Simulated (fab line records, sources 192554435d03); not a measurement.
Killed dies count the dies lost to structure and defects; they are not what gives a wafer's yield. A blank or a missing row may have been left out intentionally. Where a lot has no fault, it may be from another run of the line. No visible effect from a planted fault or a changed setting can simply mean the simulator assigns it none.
What tool caused it?    flow n5_finfet    at 1 step of a route of 1938, 15 lots with 45 wafers sampled

WHAT THE GAUGES READ, wafer by wafer
N5_BEOL_M2_OVL_MEAS_12.
lot   measured      on          M2_OVL (nm)
L631  day 6 11:45   overlay-01  0.0 0.5 0.3
L633  day 6 18:58   overlay-01  0.9 0.9 0.6
L634  day 7 05:20   overlay-02  0.0 0.1 0.4
L635  day 7 11:24   overlay-02  1.2 0.5 0.2
L637  day 8 06:59   overlay-02  0.8 0.1 0.3
L638  day 8 11:08   overlay-01  -0.5 0.5 0.3
L639  day 8 11:50   overlay-02  -0.6 0.7 -0.6
L644  day 9 20:10   overlay-02  -0.1 1.1 0.5
L645  day 9 23:27   overlay-02  0.9 1.3 1.3
L646  day 10 05:40  overlay-02  0.8 -0.2 0.6
L647  day 10 12:49  overlay-01  0.6 0.1 -0.1
L648  day 10 20:21  overlay-01  -0.7 -0.5 0.9
L649  day 11 02:42  overlay-01  0.7 1.0 -0.1
L651  day 11 12:51  overlay-02  0.3 -0.5 -0.1
L652  day 12 00:13  overlay-01  -0.3 -0.7 0.0

EACH LOT AND THE TOOL THAT RAN IT (in order: tool; ch and the chambers of the sampled wafers; start)
There is no process step in the record ahead of these readings.

WHAT THE TOOLS THEMSELVES READ (means of the sampled wafers that have a number; where no wafer has one, the mark that the record gives instead)
The record holds no such reading with a usual standard deviation.

THE ANSWER, worked out from the rows above alone
Rule: the usual values come from the lots themselves. The widest of any qualifying gaps counts: lots, ordered by their means at a reading, are off when they make up no more than a third of the lots, leave a main group of 4 or more, and stand apart from it by 3 or more times the standard deviation of that group's means. If all means in a main group match to the digits the tables above print for the reading, that group is not used. Also off: a lot with no number at a reading for which 4 or more lots have one. Any other lot the step has rows for is counted as sound. The gauges are gone through in route order, then the tools' own readings, and for those a lot's mean is taken as printed above. At the first step where some lot is off, the reading lying furthest off is the one used; lots without a number count as furthest.
No lot is off at any reading shown: from this, nothing can be told.

WHAT HAD BEEN PUT IN BY THE SIMULATOR
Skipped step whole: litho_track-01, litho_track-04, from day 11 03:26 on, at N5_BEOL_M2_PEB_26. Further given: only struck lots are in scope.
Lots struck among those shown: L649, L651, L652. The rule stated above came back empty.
